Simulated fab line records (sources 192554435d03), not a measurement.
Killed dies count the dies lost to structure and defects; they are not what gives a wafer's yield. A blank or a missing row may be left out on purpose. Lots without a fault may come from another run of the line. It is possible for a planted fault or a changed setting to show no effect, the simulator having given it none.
Matching of chambers | flow n5 finfet | pecvd-01 running N5_BEOL_M0_DEP_125: 3 sister chambers
The step deposits SiCN from 3MS/NH3, target thk 8 nm, time 14 s. 27 wafers are shown with their chamber, then 12 later ones without.

== EACH WAFER AND ITS CHAMBER ==
wafer  | chamber | showerhead vpp V (V) | throttle valve pct (%) | showerhead plenum p Torr (Torr)
L074.1 | 1       | 892                  | 8.4                    | 3.674
L074.2 | 0       | 853                  | 9.3                    | 3.649
L074.3 | 1       | 882                  | 8.9                    | 3.682
L074.4 | 0       | 855                  | 9.0                    | 3.662
L074.5 | 0       | 857                  | 9.0                    | 3.654
L074.6 | 1       | 875                  | 8.4                    | 3.686
L075.1 | 1       | 883                  | 8.8                    | 3.671
L075.2 | 0       | 836                  | 9.1                    | 3.655
L075.5 | 1       | 879                  | 8.4                    | 3.673
L077.1 | 2       | 907                  | 8.2                    | 3.674
L077.2 | 0       | 848                  | 9.4                    | 3.662
L077.5 | 0       | 859                  | 9.1                    | 3.660
L078.1 | 2       | 926                  | 8.4                    | 3.673
L078.3 | 0       | 848                  | 9.2                    | 3.651
L078.6 | 2       | 939                  | 8.2                    | 3.671
L081.2 | 2       | 913                  | 8.2                    | 3.674
L081.5 | 2       | 924                  | 8.2                    | 3.675
L081.6 | 1       | 880                  | 8.6                    | 3.686
L082.1 | 1       | 889                  | 8.6                    | 3.679
L082.2 | 0       | 848                  | 9.3                    | 3.663
L082.5 | 0       | 860                  | 9.0                    | 3.654
L083.1 | 0       | 854                  | 9.1                    | 3.653
L083.4 | 2       | 909                  | 8.5                    | 3.675
L083.6 | 1       | 879                  | 8.7                    | 3.674
L086.1 | 2       | 919                  | 8.5                    | 3.678
L086.2 | 0       | 853                  | 9.1                    | 3.659
L086.6 | 2       | 915                  | 8.2                    | 3.678

SIGNATURES, as means of the wafers listed above
reading                  | chamber 0 | chamber 1 | chamber 2 | scatter within a chamber
showerhead vpp V         | 851.91    | 882.38    | 919.00    | 7.76
throttle valve pct       | 9.145     | 8.600     | 8.300     | 0.156
showerhead plenum p Torr | 3.65655   | 3.67813   | 3.67475   | 0.00468
Rule: for a wafer and a chamber, the distance is found by dividing, reading by reading, the gap between the wafer's reading and the chamber's mean by the reading's scatter, squaring, summing and taking the root. The wafer belongs to the nearest chamber; if the next one is less than 2 further off, it can't be placed. The scatter: take each reading less its chamber's mean, square it, sum over the shown wafers, divide by the number of wafers less the number of chambers, and take the root.

== WAFERS WITH NO CHAMBER GIVEN ==
wafer  | showerhead vpp V (V) | throttle valve pct (%) | showerhead plenum p Torr (Torr)
L089.1 | 867                  | 8.6                    | 3.672
L089.5 | 884                  | 8.5                    | 3.689
L089.6 | 901                  | 8.4                    | 3.668
L093.3 | 852                  | 9.5                    | 3.657
L093.5 | 912                  | 8.4                    | 3.679
L093.6 | 859                  | 9.3                    | 3.655
L095.2 | 861                  | 9.4                    | 3.653
L095.3 | 913                  | 8.6                    | 3.679
L095.6 | 915                  | 8.5                    | 3.671
L097.1 | 877                  | 8.9                    | 3.678
L097.3 | 917                  | 8.2                    | 3.672
L097.6 | 926                  | 8.3                    | 3.671

== EACH ONE'S CHAMBER ==
wafer  | from the rows above     | in truth
L089.1 | 1                       | 1
L089.5 | 1                       | 1
L089.6 | can't be placed: 2 or 1 | 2
L093.3 | 0                       | 0
L093.5 | 2                       | 2
L093.6 | 0                       | 0
L095.2 | 0                       | 0
L095.3 | can't be placed: 2 or 1 | 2
L095.6 | 2                       | 2
L097.1 | 1                       | 1
L097.3 | 2                       | 2
L097.6 | 2                       | 2
Placed correctly: 10 of 12. Cannot be placed on the basis of these rows: 2; the candidates contain the true chamber in 2. Wrongly placed: 0.
